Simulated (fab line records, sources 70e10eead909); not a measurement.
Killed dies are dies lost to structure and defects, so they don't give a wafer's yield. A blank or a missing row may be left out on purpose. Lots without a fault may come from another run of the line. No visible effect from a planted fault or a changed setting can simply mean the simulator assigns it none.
Matching of chambers | flow nand-harc | cmp-04 running NHARC_P_BONDPAD_CMP_19: 4 sister chambers
The step polishes, t overpolish 30 s, cu recess touch 16 s, target thk 160.81 nm. 8 wafers are shown with their chamber, then 7 later ones without.

## WAFERS, EACH WITH ITS CHAMBER
wafer  | chamber | motor-current-A (A) | overpolish-run-s (s)
L560.3 | 3       | 12.9                | 30.006
L563.5 | 3       | 13.0                | 30.010
L564.6 | 1       | 11.9                | 30.010
L566.1 | 0       | 11.0                | 30.007
L566.4 | 1       | 12.0                | 29.991
L566.5 | 2       | 12.3                | 29.987
L567.1 | 0       | 10.6                | 30.016
L567.3 | 2       | 11.6                | 30.001

## WAFERS WITH NO CHAMBER GIVEN
wafer  | motor-current-A (A) | overpolish-run-s (s)
L567.4 | 12.3                | 30.001
L583.3 | 11.8                | 30.005
L583.4 | 12.0                | 30.010
L583.6 | 10.8                | 30.007
L582.2 | 10.8                | 30.002
L582.5 | 13.0                | 30.015
L582.6 | 10.5                | 30.007

## EACH ONE'S CHAMBER
wafer  | from the rows above          | in truth
L567.4 | can't be placed: 1 or 2 or 3 | 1
L583.3 | can't be placed: 1 or 2      | 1
L583.4 | can't be placed: 1 or 2      | 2
L583.6 | 0                            | 0
L582.2 | 0                            | 0
L582.5 | 3                            | 3
L582.6 | 0                            | 0
Correct placement for 4 of the 7. These rows do not allow placing 3 (true chamber among the candidates in 3). 0 placed wrongly.
How it was worked out, from the rows above alone: a wafer's distance from a chamber is the root of the sum, over the readings, of the square of ((its reading less the chamber's mean) divided by the reading's scatter). If the next closest chamber is less than 2 further off than the closest, the wafer can't be placed; otherwise it belongs to the closest. Each chamber's mean is taken over the wafers shown for it. The scatter: take each reading less its chamber's mean, square it, sum over the shown wafers, divide by the number of wafers less the number of chambers, and take the root.
